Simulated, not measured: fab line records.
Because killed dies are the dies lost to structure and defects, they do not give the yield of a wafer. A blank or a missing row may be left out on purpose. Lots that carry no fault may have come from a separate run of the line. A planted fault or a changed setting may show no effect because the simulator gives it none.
Split-lot trial :: flow n5_finfet :: 21 wafers read across 7 lots, on a route 1938 steps long

## ON THE SPLIT
At N5_BEOL_M0_SAQP_COAT_105 (time 60 s, resist thk 100 nm), the setting spin_rpm was moved away from the recipe's 1500 rpm on 9 of the 21 wafers read, by -7.9% to +8.3%. This setting was run at the recipe's value on the other wafers.

Reading taken at the split's own step.

## THE READING
SOC_of_BEOL_M0_SAQP_COAT_105.thk_nm (the simulator's own value, which no gauge read), in nm, at N5_BEOL_M0_SAQP_COAT_105 (time 60 s, resist thk 100 nm). The file does not state a usual value for it. The 12 wafers here that ran the recipe average 100.2 nm, standard deviation 0.32 nm.

wafer: L074.4
tool, chamber at the split: litho_track-04, 0
spin_rpm as run, rpm: 1500
against the recipe: recipe
SOC_of_BEOL_M0_SAQP_COAT_105.thk_nm, nm: 100
against lot-mates on the recipe: -

wafer: L074.5
tool, chamber at the split: litho_track-04, 0
spin_rpm as run, rpm: 1500
against the recipe: recipe
SOC_of_BEOL_M0_SAQP_COAT_105.thk_nm, nm: 100
against lot-mates on the recipe: -

wafer: L074.6
tool, chamber at the split: litho_track-04, 0
spin_rpm as run, rpm: 1500
against the recipe: recipe
SOC_of_BEOL_M0_SAQP_COAT_105.thk_nm, nm: 100
against lot-mates on the recipe: -

wafer: L075.2
tool, chamber at the split: litho_track-04, 0
spin_rpm as run, rpm: 1500
against the recipe: recipe
SOC_of_BEOL_M0_SAQP_COAT_105.thk_nm, nm: 100.6
against lot-mates on the recipe: -

wafer: L075.3
tool, chamber at the split: litho_track-04, 0
spin_rpm as run, rpm: 1625
against the recipe: +8.3%
SOC_of_BEOL_M0_SAQP_COAT_105.thk_nm, nm: 96.6
against lot-mates on the recipe: -4.0

wafer: L075.6
tool, chamber at the split: litho_track-04, 0
spin_rpm as run, rpm: 1625
against the recipe: +8.3%
SOC_of_BEOL_M0_SAQP_COAT_105.thk_nm, nm: 96.4
against lot-mates on the recipe: -4.2

wafer: L076.3
tool, chamber at the split: litho_track-04, 0
spin_rpm as run, rpm: 1500
against the recipe: recipe
SOC_of_BEOL_M0_SAQP_COAT_105.thk_nm, nm: 99.8
against lot-mates on the recipe: -

wafer: L076.5
tool, chamber at the split: litho_track-04, 0
spin_rpm as run, rpm: 1500
against the recipe: recipe
SOC_of_BEOL_M0_SAQP_COAT_105.thk_nm, nm: 100.4
against lot-mates on the recipe: -

wafer: L076.6
tool, chamber at the split: litho_track-04, 0
spin_rpm as run, rpm: 1500
against the recipe: recipe
SOC_of_BEOL_M0_SAQP_COAT_105.thk_nm, nm: 100
against lot-mates on the recipe: -

wafer: L080.1
tool, chamber at the split: litho_track-04, 0
spin_rpm as run, rpm: 1500
against the recipe: recipe
SOC_of_BEOL_M0_SAQP_COAT_105.thk_nm, nm: 100.4
against lot-mates on the recipe: -

wafer: L080.5
tool, chamber at the split: litho_track-04, 0
spin_rpm as run, rpm: 1381
against the recipe: -7.9%
SOC_of_BEOL_M0_SAQP_COAT_105.thk_nm, nm: 104.6
against lot-mates on the recipe: +4.2

wafer: L080.6
tool, chamber at the split: litho_track-04, 0
spin_rpm as run, rpm: 1381
against the recipe: -7.9%
SOC_of_BEOL_M0_SAQP_COAT_105.thk_nm, nm: 104.4
against lot-mates on the recipe: +4.0

wafer: L085.3
tool, chamber at the split: litho_track-04, 0
spin_rpm as run, rpm: 1500
against the recipe: recipe
SOC_of_BEOL_M0_SAQP_COAT_105.thk_nm, nm: 100.2
against lot-mates on the recipe: -

wafer: L085.4
tool, chamber at the split: litho_track-04, 0
spin_rpm as run, rpm: 1604
against the recipe: +6.9%
SOC_of_BEOL_M0_SAQP_COAT_105.thk_nm, nm: 96.8
against lot-mates on the recipe: -3.4

wafer: L085.5
tool, chamber at the split: litho_track-04, 0
spin_rpm as run, rpm: 1604
against the recipe: +6.9%
SOC_of_BEOL_M0_SAQP_COAT_105.thk_nm, nm: 96.8
against lot-mates on the recipe: -3.4

wafer: L086.1
tool, chamber at the split: litho_track-04, 0
spin_rpm as run, rpm: 1500
against the recipe: recipe
SOC_of_BEOL_M0_SAQP_COAT_105.thk_nm, nm: 101
against lot-mates on the recipe: -

wafer: L086.2
tool, chamber at the split: litho_track-04, 0
spin_rpm as run, rpm: 1500
against the recipe: recipe
SOC_of_BEOL_M0_SAQP_COAT_105.thk_nm, nm: 100.2
against lot-mates on the recipe: -

wafer: L086.5
tool, chamber at the split: litho_track-04, 0
spin_rpm as run, rpm: 1500
against the recipe: recipe
SOC_of_BEOL_M0_SAQP_COAT_105.thk_nm, nm: 100.4
against lot-mates on the recipe: -

wafer: L097.3
tool, chamber at the split: litho_track-02, 0
spin_rpm as run, rpm: 1457
against the recipe: -2.9%
SOC_of_BEOL_M0_SAQP_COAT_105.thk_nm, nm: 102
against lot-mates on the recipe: no lot-mate on the recipe

wafer: L097.5
tool, chamber at the split: litho_track-02, 0
spin_rpm as run, rpm: 1457
against the recipe: -2.9%
SOC_of_BEOL_M0_SAQP_COAT_105.thk_nm, nm: 102
against lot-mates on the recipe: no lot-mate on the recipe

wafer: L097.6
tool, chamber at the split: litho_track-02, 0
spin_rpm as run, rpm: 1457
against the recipe: -2.9%
SOC_of_BEOL_M0_SAQP_COAT_105.thk_nm, nm: 102
against lot-mates on the recipe: no lot-mate on the recipe

THE FIT
A straight line over all 21 wafers: SOC_of_BEOL_M0_SAQP_COAT_105.thk_nm changes by -0.502 nm for each +1% of spin_rpm; r = -0.99; the points scatter about the line by 0.31 nm.
The same after taking each lot's own level away (the mean of its wafers on the recipe; 18 wafers): -0.501 nm for each +1%; r = -1.00; scatter 0.2 nm.
Per that fit: largest spin_rpm move, reading shift of 4.2 nm.
Across the lots, their own levels run from 100.00 to 100.60 nm, a range of 1.9 times the standard deviation given above.
The two slopes agree, so the slope changes little with the lot-to-lot level.
Check: with one of the wafers moved furthest among these (+8.3%) left out of the fit, the line predicts -4.19 nm for it against its lot-mates. Against them it came out at -4 nm.

## OTHER SPLITS ON THESE WAFERS
These wafers also went through other splits before the reading. Each is held against what the fit with the lots' levels taken away leaves over:
other split on the same wafers: N5_HKMG_FIN_PEB_47 peb_time_s
wafers away from the commonest value: 5
r with SOC_of_BEOL_M0_SAQP_COAT_105.thk_nm (lot level and that fit taken away): -0.29

other split on the same wafers: N5_HKMG_FIN_ETCH_54 source_w
wafers away from the commonest value: 7
r with SOC_of_BEOL_M0_SAQP_COAT_105.thk_nm (lot level and that fit taken away): -0.08

other split on the same wafers: N5_MOL_CONTACT_COAG_EXPOSE_05 dose_mj
wafers away from the commonest value: 5
r with SOC_of_BEOL_M0_SAQP_COAT_105.thk_nm (lot level and that fit taken away): +0.03

other split on the same wafers: N5_MOL_CONTACT_COAG_ALD_133 ald_cycles
wafers away from the commonest value: 7
r with SOC_of_BEOL_M0_SAQP_COAT_105.thk_nm (lot level and that fit taken away): -0.15

other split on the same wafers: N5_MOL_CONTACT_COAG_ETCH_67 source_w
wafers away from the commonest value: 9
r with SOC_of_BEOL_M0_SAQP_COAT_105.thk_nm (lot level and that fit taken away): +0.09

other split on the same wafers: N5_BEOL_M0_SAQP_SPACER1_ALD_98 ald_cycles
wafers away from the commonest value: 8
r with SOC_of_BEOL_M0_SAQP_COAT_105.thk_nm (lot level and that fit taken away): +0.08

## FILE'S OWN FIT
SOC_of_BEOL_M0_SAQP_COAT_105.thk_nm changes by -0.5 nm for each +1% of spin_rpm, r = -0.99.
